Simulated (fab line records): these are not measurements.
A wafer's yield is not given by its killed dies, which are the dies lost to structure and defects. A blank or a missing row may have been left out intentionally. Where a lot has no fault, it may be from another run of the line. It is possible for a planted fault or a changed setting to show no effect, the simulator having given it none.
Matching of chambers	flow n5_finfet	N5_BEOL_M4_ETCH_70 on rie_diel-06: 3 sister chambers
The step etches SOC in N2/H2, target depth 80 nm, overetch 24 nm, time 130 s. 14 wafers are shown with their chamber, then 5 later ones without.

WAFERS PAIRED WITH THEIR CHAMBERS
wafer	chamber	drypump_motor_current_A (A)	showerhead_plenum_p_Torr (Torr)	throttle_valve_pct (%)
L078.4	3	5.29	2.46	18.07
L078.5	1	5.97	2.69	17.44
L078.6	2	5.16	2.57	17.65
L079.4	2	5.13	2.57	17.64
L079.5	2	5.12	2.57	17.64
L079.6	1	5.98	2.69	17.44
L080.2	1	5.98	2.69	17.44
L080.3	3	5.26	2.46	18.08
L080.6	3	5.27	2.46	18.07
L082.2	1	5.99	2.69	17.45
L082.3	2	5.13	2.56	17.64
L082.4	3	5.26	2.46	18.09
L088.2	3	5.26	2.45	18.11
L088.3	2	5.16	2.55	17.69

SIGNATURES (means of the wafers above)
reading	chamber 1	chamber 2	chamber 3	scatter within a chamber
drypump_motor_current_A	5.9800	5.1400	5.2680	0.0144
showerhead_plenum_p_Torr	2.6900	2.5640	2.4580	0.00603
throttle_valve_pct	17.4425	17.6520	18.0840	0.0167
Rule: for each reading, subtract the chamber's mean from the wafer's reading, divide by that reading's scatter and square the result; add these up over the readings and take the root, which gives the wafer's distance from the chamber. If the next closest chamber is less than 2 further off than the closest, the wafer can't be placed; otherwise it belongs to the closest. How the scatter is found: for the shown wafers, subtract from each reading the mean of its chamber, square and add these, divide the total by (wafers less chambers), then take the root.

WAFERS WITH NO CHAMBER GIVEN
wafer	drypump_motor_current_A (A)	showerhead_plenum_p_Torr (Torr)	throttle_valve_pct (%)
L091.1	5.97	2.68	17.48
L091.5	5.25	2.45	18.11
L096.2	6.00	2.67	17.50
L096.3	5.27	2.45	18.14
L096.5	5.17	2.55	17.71

WHICH CHAMBER EACH ONE RAN IN
wafer	from the rows above	in truth
L091.1	1	1
L091.5	3	3
L096.2	1	1
L096.3	3	3
L096.5	2	2
Placed correctly: 5 of 5. Not placeable from these rows: 0. 0 placed wrongly.
